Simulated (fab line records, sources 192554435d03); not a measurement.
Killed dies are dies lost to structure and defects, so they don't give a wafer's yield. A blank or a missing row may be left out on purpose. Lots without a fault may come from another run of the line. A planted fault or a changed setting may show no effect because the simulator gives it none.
fab line records | flow n5_finfet
record lots=24 wafers=72 last_day=18
route steps=1938 shown HKMG_FIN@412 GATE_CUT@473
lots that met no fault: from a run of the same line without faults
start_h: hours from the record's first day to the start of the lot's first wafer shown | wait_h: hours since the lot's step before | " the same as in the row above | L1.1+2: a row that stands for several wafers | - no value, or no start given | * or withheld: withheld | < > ~ a bound
route shown NAME@n: a module of which the file shows steps, and the number in the route of the first | usual: mean/standard deviation of fault-free wafers | same: alike in all rows | chamber/n: place in a boat | sites: the reading at each site | _std_site: their standard deviation | _edge_site: outer sites' mean less inner sites' | radius_mm: how far each site lies from the wafer's centre | mask NAME#n: copy n | behind: the tool/chamber that last shaped the wafer | hold: why the lot was held/for how many hours/how that ended | device: the transistor (n, p or np) that didn't switch | end of line: the same wafers' tests at the end of the route | a step without rows: its recipe alone | killed: dies lost to structure and defects at the first sort, not the wafer's yield | map: a wafer's dies, x killed, . not, _ none there
set.NAME: the setting as run; set.NAME@STEP: as run at that earlier step | model.NAME: the simulator's own value behind a step, which no gauge read
steps of the route over a sample of lots; a table a step, a row a wafer
services: from which hour (start_h, from the record's first day; less than 0 if before it) a tool's chamber was out of use, for how many hours, and why
## steps
# step N5_HKMG_FIN_ALD_79
# recipe material=TiN target_thk_a=15 temp_c=400 ald_precursor_family=TiCl4 ald_co_reactant=NH3 pulse_time_s=1 purge_time_s=3 co_reactant_purge_time_s=2 co_reactant_pulse_time_s=2 ald_cycles=68 pressure_torr=3
# usual heater_power_w=882/65 precursor_pulse_height_rel=0.998/0.018
# columns lot.wafer tool chamber start_h wait_h heater_power_w precursor_pulse_height_rel
L074.4 ald_metal-03 2 73.04 0.0 889 0.993
L074.5 " 3 " " 863 0.974
L074.6 " 0 " " 831 1.004
L075.1 ald_metal-02 3 77.47 0.0 995 0.978
L075.2 " 2 " " 839 0.983
L075.6 " 0 " " 884 1.003
L076.3 ald_metal-03 0 85.59 0.0 847 0.986
L076.4 " 1 " " 855 0.996
L076.5 " 0 " " 827 0.981
L077.2 ald_metal-03 3 92.23 0.0 817 0.988
L077.3 " 0 " " 822 1.001
L077.6 " 3 " " 868 0.996
L078.1 ald_metal-02 3 98.41 0.0 992 1.023
L078.3 " 0 " " 881 1.016
L078.6 " 3 " " 998 0.994
L079.3 ald_metal-04 3 104.32 0.0 1019 1.016
L079.4 " 1 " " 845 0.974
L079.6 " 3 " " 1012 0.989
L080.1 ald_metal-03 0 109.98 0.0 846 1.024
L080.4 " 1 " " 869 1.006
L080.5 " 1 " " 883 1.016
L081.1 ald_metal-02 2 115.10 0.0 835 1.008
L081.3 " 0 " " 903 1.029
L081.5 " 3 " " 987 0.982
L082.1 ald_metal-02 1 121.29 0.0 776 0.980
L082.2 " 3 " " 995 0.990
L082.3 " 0 " " 902 1.009
L083.2 ald_metal-03 0 127.92 0.0 835 1.006
L083.3 " 3 " " 865 0.983
L083.5 " 1 " " 853 1.046
L084.1 ald_metal-04 3 132.01 0.0 1014 1.000
L084.3 " 0 " " 876 1.005
L084.6 " 1 " " 853 1.000
L085.3 ald_metal-03 2 140.98 0.0 889 1.006
L085.4 " 3 " " 827 1.033
L085.6 " 0 " " 810 0.946
L086.1 ald_metal-02 2 144.42 0.0 855 0.991
L086.4 " 1 " " 803 0.985
L086.5 " 0 " " 926 0.996
L087.2 ald_metal-03 3 153.75 0.0 849 1.009
L087.5 " 3 " " 840 1.029
L087.6 " 0 " " 852 0.993
L088.3 ald_metal-03 2 158.43 0.0 906 1.014
L088.4 " 1 " " 865 1.025
L088.6 " 1 " " 867 1.027
L089.3 ald_metal-04 0 161.56 0.0 882 0.980
L089.4 " 2 " " 895 0.993
L089.6 " 3 " " 1019 0.980
L090.2 ald_metal-03 0 172.30 0.0 846 0.999
L090.4 " 1 " " 857 0.997
L090.6 " 2 " " 900 0.994
L091.1 ald_metal-04 0 175.37 0.0 855 1.007
L091.3 " 1 " " 801 1.015
L091.6 " 3 " " 1010 1.006
L092.2 ald_metal-02 1 182.01 0.0 808 0.987
L092.4 " 3 " " 1012 1.027
L092.6 " 2 " " 847 0.998
L093.1 ald_metal-02 1 184.01 0.0 808 1.014
L093.2 " 2 " " 826 0.958
L093.5 " 2 " " 835 0.987
L094.1 ald_metal-04 3 196.04 0.0 1009 0.991
L094.2 " 1 " " 824 0.977
L094.6 " 3 " " 1042 1.012
L095.1 ald_metal-04 0 201.55 0.0 857 0.983
L095.3 " 1 " " 853 0.976
L095.5 " 2 " " 867 0.976
L096.1 ald_metal-04 3 206.82 0.0 1003 0.994
L096.2 " 0 " " 868 0.995
L096.3 " 2 " " 916 1.010
L097.2 ald_metal-03 3 210.57 0.0 878 0.984
L097.4 " 0 " " 807 0.969
L097.6 " 2 " " 911 0.996
# step N5_HKMG_FIN_STRIP_90
# recipe chemistry=N2/H2 material=SOC time_s=20 power_w=500 temp_c=40 pressure_mtorr=50 rf_frequency_hz=6e+07 bias_power_w=8 h2_frac=0.5 n2_flow_sccm=300 h2_flow_sccm=300
# usual drypump_motor_current_A=5.8/0.38 oes_product_au=0.77/0.089 rf_vpp_V=54.0/0.87 showerhead_plenum_p_Torr=3.37/0.13 throttle_valve_pct=18.9/0.38
# columns lot.wafer tool chamber start_h wait_h drypump_motor_current_A oes_product_au rf_hours_counter_h rf_vpp_V showerhead_plenum_p_Torr throttle_valve_pct
L074.4 rie_diel-03 2 77.42 0.0 5.9 0.70 - 54.0 3.19 18.5
L074.5 " 1 " " 5.8 0.66 - 55.9 3.46 19.9
L074.6 " 0 " " 5.8 0.72 - 54.4 3.47 18.4
L075.1 rie_diel-05 0 82.41 0.0 6.6 0.85 69 53.0 3.55 19.1
L075.2 " 3 " " 5.7 0.73 183 53.0 3.34 18.7
L075.6 " 2 " " 5.1 0.68 - 53.3 3.19 19.3
L076.3 rie_diel-04 3 90.54 0.0 5.7 0.71 217 51.8 3.46 19.0
L076.4 " 1 " " 6.1 0.90 29 55.0 3.43 18.7
L076.5 " 1 " " 6.1 0.91 - 54.4 3.43 18.7
L077.2 rie_diel-05 3 96.61 0.0 5.7 0.72 188 54.5 3.33 18.7
L077.3 " 1 " " 5.6 0.72 175 51.8 3.21 18.8
L077.6 " 0 " " 6.6 0.83 - 55.5 3.55 19.1
L078.1 rie_diel-05 1 102.88 0.0 5.6 0.71 178 54.0 3.21 18.9
L078.3 " 3 " " 5.7 0.72 190 53.7 3.33 18.7
L078.6 " 3 " " 5.7 0.73 - 54.6 3.33 18.7
L079.3 rie_diel-05 0 108.67 0.0 6.6 0.82 79 54.5 3.55 19.1
L079.4 " 3 " " 5.7 0.72 - 54.5 3.33 18.8
L079.6 " 1 " " 5.6 0.71 - 53.3 3.21 18.9
L080.1 rie_diel-03 2 115.16 0.0 5.9 0.69 215 54.9 3.18 18.5
L080.4 " 1 " " 5.8 0.92 - 54.1 3.45 19.4
L080.5 " 0 " " 5.8 0.71 - 54.5 3.46 18.4
L081.1 rie_diel-04 2 119.85 0.0 5.5 0.73 161 53.8 3.23 19.0
L081.3 " 0 " " 6.4 0.73 216 55.5 3.43 19.8
L081.5 " 0 " " 6.4 0.73 - 53.1 3.43 19.8
L082.1 rie_diel-04 2 125.63 0.0 5.5 0.72 162 54.1 3.23 19.0
L082.2 " 3 " " 5.7 0.71 231 54.0 3.45 19.0
L082.3 " 0 " " 6.4 0.73 219 53.8 3.43 19.8
L083.2 rie_diel-04 1 132.61 0.0 6.1 0.89 45 53.2 3.42 18.7
L083.3 " 2 " " 5.5 0.73 165 53.0 3.23 19.0
L083.5 " 3 " " 5.7 0.70 - 53.3 3.45 19.0
L084.1 rie_diel-05 0 136.62 0.0 6.6 0.81 90 54.5 3.54 19.1
L084.3 " 2 " " 5.1 0.96 5 54.3 3.60 18.9
L084.6 " 1 " " 5.6 0.70 - 54.2 3.20 18.9
L085.3 rie_diel-04 2 145.87 0.0 5.5 0.73 169 53.4 3.23 19.0
L085.4 " 3 " " 5.7 0.70 239 53.4 3.44 19.0
L085.6 " 0 " " 6.4 0.72 - 53.7 3.43 19.8
L086.1 rie_diel-03 2 149.03 0.0 5.9 0.69 226 54.8 3.17 18.5
L086.4 " 0 " " 5.8 0.70 203 53.2 3.45 18.4
L086.5 " 1 " " 5.8 0.89 - 53.6 3.45 19.5
L087.2 rie_diel-05 0 158.16 0.0 6.6 0.81 98 54.7 3.54 19.1
L087.5 " 2 " " 5.1 0.93 - 53.7 3.59 18.9
L087.6 " 3 " " 5.7 0.71 - 54.4 3.32 18.8
L088.3 rie_diel-05 1 162.95 0.0 5.6 0.70 201 54.5 3.20 18.9
L088.4 " 3 " " 5.7 0.71 212 53.4 3.32 18.8
L088.6 " 1 " " 5.6 0.70 - 54.3 3.20 18.9
L089.3 rie_diel-03 0 166.01 0.0 5.8 0.70 209 54.4 3.45 18.4
L089.4 " 2 " " 5.9 0.68 231 53.5 3.17 18.5
L089.6 " 3 " " 5.5 0.93 - 55.0 3.27 18.8
L090.2 rie_diel-05 2 176.76 0.0 5.1 0.91 19 54.0 3.59 18.9
L090.4 " 1 " " 5.6 0.70 206 52.8 3.19 18.9
L090.6 " 3 " " 5.7 0.70 - 55.0 3.32 18.8
L091.1 rie_diel-03 2 179.78 0.0 5.9 0.68 236 53.7 3.17 18.5
L091.3 " 1 " " 5.8 0.87 29 55.0 3.44 19.5
L091.6 " 1 " " 5.8 0.86 - 53.9 3.44 19.5
L092.2 rie_diel-03 2 186.74 0.0 5.9 0.68 239 53.1 3.17 18.6
L092.4 " 0 " " 5.8 0.69 215 55.3 3.45 18.4
L092.6 " 2 " " 5.9 0.67 - 54.0 3.17 18.5
L093.1 rie_diel-04 0 189.30 0.0 6.4 0.71 244 54.1 3.42 19.8
L093.2 " 1 " " 6.1 0.85 66 53.6 3.41 18.7
L093.5 " 2 " " 5.5 0.71 - 53.1 3.22 19.0
L094.1 rie_diel-03 1 200.50 0.0 5.8 0.85 38 54.2 3.44 19.5
L094.2 " 0 " " 5.8 0.68 220 53.8 3.45 18.5
L094.6 " 2 " " 5.9 0.68 - 52.1 3.16 18.6
L095.1 rie_diel-05 1 206.06 0.0 5.6 0.68 215 53.2 3.19 18.9
L095.3 " 3 " " 5.7 0.69 226 53.5 3.31 18.8
L095.5 " 3 " " 5.7 0.69 - 52.8 3.31 18.8
L096.1 rie_diel-03 0 211.84 0.0 5.8 0.69 226 55.1 3.44 18.5
L096.2 " 2 " " 5.8 0.67 249 53.9 3.16 18.6
L096.3 " 3 " " 5.5 0.92 26 53.1 3.26 18.8
L097.2 rie_diel-04 2 215.11 0.0 5.5 0.70 197 53.3 3.21 19.0
L097.4 " 3 " " 5.7 0.94 - 53.9 3.43 18.6
L097.6 " 2 " " 5.5 0.71 - 53.8 3.21 19.0
# step N5_HKMG_FIN_STRIP_69
# recipe chemistry=N2/H2 power_w=2500 temp_c=300 h2_frac=0.65 time_s=360 pressure_mtorr=withheld n2_flow_sccm=1750 h2_flow_sccm=3250
# usual drypump_motor_current_A=5.6/0.36 heater_power_w=456/46
# columns lot.wafer tool chamber start_h wait_h drypump_motor_current_A heater_power_w rf_hours_counter_h
L074.4 plasma_asher-01 1 77.81 0.2 5.9 458 -
L074.5 " 0 " " 5.7 413 -
L074.6 " 1 " " 5.9 460 -
L075.1 plasma_asher-02 0 82.71 0.1 5.9 539 35
L075.2 " 1 " " 5.0 423 35
L075.6 " 1 " " 5.0 433 -
L076.3 plasma_asher-02 0 90.95 0.2 5.9 533 -
L076.4 " 1 " " 5.0 432 -
L076.5 " 1 " " 5.0 428 -
L077.2 plasma_asher-02 1 96.91 0.1 5.0 436 38
L077.3 " 1 " " 5.0 437 -
L077.6 " 0 " " 5.9 539 -
L078.1 plasma_asher-02 0 103.23 0.1 5.9 545 39
L078.3 " 1 " " 4.9 434 -
L078.6 " 1 " " 4.9 436 -
L079.3 plasma_asher-01 1 109.09 0.2 5.9 459 -
L079.4 " 0 " " 5.7 423 -
L079.6 " 0 " " 5.7 414 -
L080.1 plasma_asher-02 0 115.46 0.1 5.9 551 41
L080.4 " 1 " " 5.0 436 -
L080.5 " 1 " " 4.9 433 -
L081.1 plasma_asher-02 1 120.15 0.1 5.0 431 42
L081.3 " 0 " " 5.9 546 -
L081.5 " 0 " " 5.9 531 -
L082.1 plasma_asher-01 1 125.93 0.1 5.9 457 102
L082.2 " 0 " " 5.7 417 102
L082.3 " 1 " " 5.8 453 -
L083.2 plasma_asher-02 0 132.91 0.1 5.9 539 45
L083.3 " 0 " " 5.9 545 -
L083.5 " 0 " " 5.9 541 -
L084.1 plasma_asher-01 1 136.92 0.1 5.9 445 105
L084.3 " 0 " " 5.7 405 -
L084.6 " 0 " " 5.7 420 -
L085.3 plasma_asher-01 0 146.29 0.2 5.7 413 -
L085.4 " 1 " " 5.9 467 -
L085.6 " 0 " " 5.7 397 -
L086.1 plasma_asher-01 0 149.33 0.1 5.7 417 107
L086.4 " 1 " " 5.9 448 -
L086.5 " 0 " " 5.7 413 -
L087.2 plasma_asher-01 1 158.46 0.1 5.9 447 109
L087.5 " 1 " " 5.9 455 -
L087.6 " 0 " " 5.7 413 -
L088.3 plasma_asher-02 1 163.37 0.2 5.0 436 -
L088.4 " 0 " " 5.9 540 -
L088.6 " 0 " " 5.9 554 -
L089.3 plasma_asher-01 1 166.50 0.2 5.9 458 -
L089.4 " 0 " " 5.7 414 -
L089.6 " 0 " " 5.7 421 -
L090.2 plasma_asher-01 1 177.06 0.1 5.9 460 112
L090.4 " 0 " " 5.7 418 -
L090.6 " 1 " " 5.9 454 -
L091.1 plasma_asher-01 0 180.08 0.1 5.7 420 113
L091.3 " 0 " " 5.7 414 -
L091.6 " 0 " " 5.7 407 -
L092.2 plasma_asher-01 0 187.05 0.1 5.7 412 114
L092.4 " 1 " " 5.9 456 -
L092.6 " 1 " " 5.9 459 -
L093.1 plasma_asher-01 0 189.60 0.1 5.7 408 116
L093.2 " 1 " " 5.9 456 116
L093.5 " 1 " " 5.9 456 -
L094.1 plasma_asher-02 1 200.80 0.1 4.9 433 58
L094.2 " 0 " " 5.9 551 58
L094.6 " 1 " " 5.0 438 -
L095.1 plasma_asher-01 0 206.69 0.4 5.7 417 119
L095.3 " 0 " " 5.7 410 -
L095.5 " 0 " " 5.6 407 -
L096.1 plasma_asher-01 0 212.14 0.1 5.7 403 120
L096.2 " 1 " " 5.9 454 120
L096.3 " 1 " " 5.8 465 -
L097.2 plasma_asher-02 1 215.53 0.2 4.9 443 60
L097.4 " 1 " " 5.0 438 -
L097.6 " 0 " " 5.9 536 -
# step N5_GATE_CUT_SAC_CAP_01
# recipe material=SiNx target_thk_a=240 temp_c=400 ald_precursor_family=SiH2I2 ald_co_reactant=N2/H2-plasma pulse_time_s=1 ald_cycles=480 purge_time_s=2 co_reactant_purge_time_s=2 pressure_torr=2
# usual heater_power_w=880/96 precursor_pulse_height_rel=1.003/0.021
# columns lot.wafer tool chamber start_h wait_h heater_power_w precursor_pulse_height_rel
L074.4 ald_sin-02 3 80.23 0.0 974 1.005
L074.5 " 3 81.32 1.1 973 1.025
L074.6 " 2 " " 817 0.999
L075.1 ald_sin-02 2 84.98 0.0 858 1.034
L075.2 " 0 " " 892 0.990
L075.6 " 2 86.06 1.1 837 0.994
L076.3 ald_sin-01 2 93.11 0.0 1002 0.994
L076.4 " 3 " " 834 0.955
L076.5 " 1 94.20 1.1 783 1.009
L077.2 ald_sin-04 3 99.18 0.0 1040 1.022
L077.3 " 1 " " 994 1.019
L077.6 " 2 100.27 1.1 905 0.989
L078.1 ald_sin-01 1 106.53 1.1 762 0.992
L078.3 " 2 " " 1011 1.014
L078.6 " 0 107.61 2.1 925 1.015
L079.3 ald_sin-02 1 111.67 0.3 736 0.990
L079.4 " 0 " " 804 0.975
L079.6 " 1 112.76 1.4 737 1.002
L080.1 ald_sin-01 0 117.74 0.0 916 1.024
L080.4 " 0 118.83 1.1 917 0.998
L080.5 " 1 " " 766 1.023
L081.1 ald_sin-01 3 123.63 0.9 813 1.029
L081.3 " 2 " " 976 0.997
L081.5 " 0 124.71 2.0 935 0.983
L082.1 ald_sin-02 0 128.40 0.2 797 1.002
L082.2 " 1 " " 724 1.009
L082.3 " 2 " " 860 0.959
L083.2 ald_sin-01 3 135.18 0.0 804 1.008
L083.3 " 2 " " 1009 1.008
L083.5 " 3 136.27 1.1 843 1.034
L084.1 ald_sin-01 3 139.41 0.2 823 0.976
L084.3 " 1 " " 780 1.018
L084.6 " 3 140.49 1.3 815 0.974
L085.3 ald_sin-02 2 148.44 0.0 836 0.988
L085.4 " 1 " " 749 0.981
L085.6 " 3 149.53 1.1 939 1.009
L086.1 ald_sin-01 1 151.92 0.0 772 0.982
L086.4 " 2 153.01 1.1 984 1.035
L086.5 " 3 " " 840 1.002
L087.2 ald_sin-01 3 160.73 0.0 824 0.981
L087.5 " 1 161.82 1.1 797 0.975
L087.6 " 0 " " 949 1.010
L088.3 ald_sin-04 3 165.61 0.0 1054 1.012
L088.4 " 1 " " 1000 1.006
L088.6 " 2 166.69 1.1 913 0.994
L089.3 ald_sin-04 0 169.05 0.4 747 0.990
L089.4 " 1 " " 1034 0.999
L089.6 " 3 170.14 1.5 1066 0.988
L090.2 ald_sin-02 0 179.36 0.0 830 1.022
L090.4 " 0 180.45 1.1 814 1.016
L090.6 " 1 " " 723 0.989
L091.1 ald_sin-01 3 182.81 0.5 831 0.976
L091.3 " 0 " " 904 0.987
L091.6 " 2 183.90 1.6 999 0.976
L092.2 ald_sin-02 2 189.31 0.0 820 1.057
L092.4 " 3 " " 926 1.011
L092.6 " 3 190.40 1.1 932 1.021
L093.1 ald_sin-04 0 191.88 0.0 751 1.002
L093.2 " 1 " " 1008 1.013
L093.5 " 1 192.96 1.1 986 0.985
L094.1 ald_sin-04 2 203.33 0.2 936 1.013
L094.2 " 0 " " 743 1.023
L094.6 " 3 204.42 1.3 1025 1.013
L095.1 ald_sin-01 1 209.00 0.0 766 0.965
L095.3 " 3 " " 840 1.009
L095.5 " 1 210.09 1.1 783 1.011
L096.1 ald_sin-01 1 214.69 0.0 786 1.005
L096.2 " 0 " " 919 1.013
L096.3 " 2 " " 996 0.972
L097.2 ald_sin-01 1 217.80 0.0 788 1.006
L097.4 " 0 " " 912 1.000
L097.6 " 3 218.89 1.1 833 1.040
# step N5_GATE_CUT_CUT_ETCH_54
# recipe chemistry=Cl2/BCl3 target=TiN mask_material=SiO2 target_depth_a=967 pressure_mtorr=10 icp_w=1000 bias_w=126 Cl2_flow_sccm=53.25 bcl3_flow_sccm=21.75 Ar_flow_sccm=25 ends=cleared
# usual drypump_motor_current_A=5.5/0.38 etch_rf_on_time_s=36.2/1.2 mfc_cl2_sccm=53.25/0.17 oes_product_au=0.70/0.12 throttle_valve_pct=22.3/0.39
# columns lot.wafer tool chamber start_h wait_h drypump_motor_current_A etch_rf_on_time_s mfc_cl2_sccm oes_product_au rf_hours_counter_h throttle_valve_pct
L074.4 rie_metal-03 1 83.99 0.1 5.3 35.1 53.34 0.72 - 22.4
L074.5 " 1 " " 5.3 34.9 53.31 0.72 - 22.4
L074.6 " 1 " " 5.3 35.1 53.24 0.72 - 22.4
L075.1 rie_metal-01 0 88.87 0.0 5.0 36.4 53.09 0.71 34 21.7
L075.2 " 1 " " 5.1 39.0 53.27 0.53 123 22.7
L075.6 " 0 " " 5.0 36.4 53.39 0.71 - 21.7
L076.3 rie_metal-01 0 96.64 0.0 5.0 36.4 53.34 0.71 - 21.7
L076.4 " 1 " " 5.1 38.7 53.32 0.54 - 22.7
L076.5 " 1 " " 5.1 38.8 53.46 0.53 - 22.7
L077.2 rie_metal-03 1 103.18 0.0 5.3 35.0 53.57 0.72 38 22.4
L077.3 " 1 " " 5.3 35.2 53.49 0.72 - 22.4
L077.6 " 0 " " 5.6 35.1 53.13 0.89 - 22.6
L078.1 rie_metal-02 1 110.27 0.1 6.1 35.8 53.37 0.56 119 22.6
L078.3 " 1 " " 6.1 35.9 53.57 0.55 - 22.6
L078.6 " 1 " " 6.1 35.6 53.26 0.56 - 22.6
L079.3 rie_metal-03 0 115.20 0.0 5.6 35.6 53.24 0.86 - 22.7
L079.4 " 1 " " 5.3 35.6 53.08 0.71 - 22.4
L079.6 " 1 " " 5.3 35.5 53.28 0.71 - 22.4
L080.1 rie_metal-03 0 121.48 0.0 5.6 35.5 53.48 0.86 4 22.7
L080.4 " 0 " " 5.6 35.5 53.42 0.87 - 22.6
L080.5 " 1 " " 5.3 35.5 53.49 0.71 - 22.4
L081.1 rie_metal-02 1 127.29 0.1 6.1 36.6 53.40 0.54 121 22.6
L081.3 " 1 " " 6.1 36.6 53.53 0.54 - 22.6
L081.5 " 1 " " 6.1 36.6 53.26 0.55 - 22.6
L082.1 rie_metal-01 0 131.91 0.0 5.0 36.8 53.05 0.70 39 21.8
L082.2 " 1 " " 5.1 38.8 53.70 0.53 127 22.7
L082.3 " 0 " " 5.1 36.5 53.30 0.70 - 21.7
L083.2 rie_metal-01 0 138.72 0.0 5.1 36.5 53.06 0.71 40 21.7
L083.3 " 0 " " 5.0 37.0 53.12 0.70 - 21.7
L083.5 " 1 " " 5.1 38.8 53.32 0.53 - 22.7
L084.1 rie_metal-01 0 142.98 0.0 5.0 37.0 53.31 0.70 40 21.8
L084.3 " 0 " " 5.1 37.1 52.99 0.69 - 21.8
L084.6 " 0 " " 5.0 36.7 53.12 0.70 - 21.7
L085.3 rie_metal-03 0 152.15 0.0 5.6 35.1 53.12 0.85 - 22.7
L085.4 " 1 " " 5.3 35.5 53.23 0.70 - 22.4
L085.6 " 1 " " 5.3 35.3 53.06 0.70 - 22.4
L086.1 rie_metal-03 1 155.53 0.0 5.3 35.4 53.24 0.70 44 22.4
L086.4 " 1 " " 5.3 35.1 53.23 0.70 - 22.4
L086.5 " 0 " " 5.6 35.4 53.41 0.84 - 22.7
L087.2 rie_metal-02 1 164.42 0.0 6.1 36.2 53.24 0.54 125 22.6
L087.5 " 1 " " 6.1 36.3 53.36 0.54 - 22.6
L087.6 " 0 " " 6.0 35.4 53.22 0.85 - 21.7
L088.3 rie_metal-01 0 169.18 0.0 5.0 36.4 53.14 0.70 - 21.7
L088.4 " 1 " " 5.1 39.0 53.10 0.53 - 22.7
L088.6 " 1 " " 5.1 38.8 53.17 0.52 - 22.7
L089.3 rie_metal-03 0 173.04 0.0 5.6 35.7 52.94 0.84 - 22.7
L089.4 " 1 " " 5.3 35.2 53.27 0.69 - 22.4
L089.6 " 1 " " 5.3 35.5 53.54 0.70 - 22.4
L090.2 rie_metal-03 0 182.87 0.0 5.6 35.0 53.24 0.83 8 22.7
L090.4 " 0 " " 5.6 35.1 53.02 0.84 - 22.7
L090.6 " 1 " " 5.3 34.8 53.47 0.70 - 22.4
L091.1 rie_metal-01 0 186.71 0.0 5.1 36.1 53.05 0.69 44 21.7
L091.3 " 1 " " 5.1 38.9 53.28 0.53 - 22.8
L091.6 " 0 " " 5.0 36.5 53.12 0.69 - 21.8
L092.2 rie_metal-02 1 193.04 0.0 6.1 36.5 53.37 0.53 127 22.6
L092.4 " 1 " " 6.1 36.0 53.22 0.54 - 22.6
L092.6 " 1 " " 6.1 36.4 53.32 0.54 - 22.6
L093.1 rie_metal-03 0 195.51 0.0 5.6 35.3 53.30 0.82 10 22.7
L093.2 " 1 " " 5.3 35.5 53.39 0.68 46 22.4
L093.5 " 0 " " 5.6 35.4 53.16 0.82 - 22.7
L094.1 rie_metal-02 0 207.74 0.1 6.0 35.0 53.14 0.85 6 21.7
L094.2 " 1 " " 6.1 36.0 52.98 0.54 129 22.6
L094.6 " 0 " " 6.0 35.4 53.28 0.83 - 21.7
L095.1 rie_metal-02 0 212.86 0.1 6.0 35.2 53.26 0.83 7 21.7
L095.3 " 0 " " 6.0 35.3 53.31 0.83 - 21.7
L095.5 " 0 " " 6.0 35.4 53.15 0.82 - 21.7
L096.1 rie_metal-01 1 218.21 0.0 5.1 37.9 53.33 0.87 1 22.4
L096.2 " 0 " " 5.0 36.8 53.21 0.68 47 21.8
L096.3 " 0 " " 5.1 36.7 53.50 0.68 - 21.7
L097.2 rie_metal-03 0 221.31 0.0 5.6 35.4 53.35 0.81 13 22.7
L097.4 " 0 " " 5.6 35.8 53.38 0.79 - 22.7
L097.6 " 1 " " 5.3 36.2 53.17 0.67 - 22.4
# step N5_GATE_CUT_INSPECT_26
# recipe inspect_instrument=darkfield mode=post_cmp
# usual raw_defect_count=43/17
# columns lot.wafer tool chamber start_h wait_h raw_defect_count
L074.4 defect_inspect-02 - 87.05 0.0 65
L074.5 " - " " 77
L074.6 " - " " 64
L075.1 defect_inspect-01 - 92.56 0.0 41
L075.2 " - " " 30
L075.6 " - " " 27
L076.3 defect_inspect-02 - 99.53 0.0 42
L076.4 " - " " 44
L076.5 " - " " 62
L077.2 defect_inspect-02 - 106.26 0.0 37
L077.3 " - " " 40
L077.6 " - " " 44
L078.1 defect_inspect-01 - 113.63 0.0 57
L078.3 " - " " 35
L078.6 " - " " 91
L079.3 defect_inspect-01 - 118.09 0.0 68
L079.4 " - " " 41
L079.6 " - " " 25
L080.1 defect_inspect-02 - 124.39 0.0 19
L080.4 " - " " 65
L080.5 " - " " 51
L081.1 defect_inspect-02 - 130.41 0.0 34
L081.3 " - " " 35
L081.5 " - " " 51
L082.1 defect_inspect-01 - 134.83 0.0 20
L082.2 " - " " 21
L082.3 " - " " 25
L083.2 defect_inspect-02 - 141.63 0.0 44
L083.3 " - " " 40
L083.5 " - " " 57
L084.1 defect_inspect-02 - 145.89 0.0 36
L084.3 " - " " 74
L084.6 " - " " 27
L085.3 defect_inspect-02 - 156.00 0.0 44
L085.4 " - " " 31
L085.6 " - " " 48
L086.1 defect_inspect-02 - 158.96 0.0 46
L086.4 " - " " 77
L086.5 " - " " 51
L087.2 defect_inspect-01 - 167.33 0.0 43
L087.5 " - " " 50
L087.6 " - " " 32
L088.3 defect_inspect-01 - 172.07 0.0 34
L088.4 " - " " 48
L088.6 " - " " 35
L089.3 defect_inspect-02 - 175.95 0.0 32
L089.4 " - " " 36
L089.6 " - " " 30
L090.2 defect_inspect-01 - 186.11 0.0 70
L090.4 " - " " 31
L090.6 " - " " 49
L091.1 defect_inspect-01 - 190.15 0.0 53
L091.3 " - " " 72
L091.6 " - " " 46
L092.2 defect_inspect-01 - 195.95 0.0 26
L092.4 " - " " 28
L092.6 " - " " 50
L093.1 defect_inspect-02 - 198.42 0.0 59
L093.2 " - " " 30
L093.5 " - " " 43
L094.1 defect_inspect-01 - 210.72 0.0 30
L094.2 " - " " 20
L094.6 " - " " 49
L095.1 defect_inspect-02 - 216.29 0.0 29
L095.3 " - " " 31
L095.5 " - " " 51
L096.1 defect_inspect-02 - 221.11 0.0 63
L096.2 " - " " 35
L096.3 " - " " 74
L097.2 defect_inspect-02 - 225.18 0.0 52
L097.4 " - " " 18
L097.6 " - " " 16
## services
# columns tool chamber start_h hours kind
rie_diel-04 2 53.58 6.0 repair
ald_sin-04 2 55.52 1.4 repair
ald_sin-02 - 87.15 14.0 pm
rie_diel-05 2 91.55 11.1 repair
ald_sin-02 - 101.15 6.1 pm
plasma_asher-01 - 105.82 1.8 repair
ald_metal-04 - 115.48 0.6 repair
rie_diel-03 - 118.04 2.8 pm
rie_diel-04 2 122.02 1.8 repair
ald_sin-01 0 144.35 15.5 repair
ald_sin-02 3 158.10 10.5 repair
ald_metal-04 - 165.07 2.8 pm
rie_diel-05 0 166.50 3.8 repair
ald_metal-04 2 168.13 28.5 repair
rie_diel-05 3 168.28 4.5 repair
ald_metal-03 - 169.56 1.2 pm
ald_sin-02 2 171.21 14.8 repair
ald_metal-03 - 174.16 14.6 pm
ald_sin-04 - 176.75 14.0 pm
rie_diel-03 3 197.84 8.7 repair
plasma_asher-02 - 205.69 1.0 repair
plasma_asher-01 - 213.28 3.2 repair
rie_diel-03 3 214.28 5.1 repair
ald_metal-02 1 221.17 3.6 repair
## key
fault none
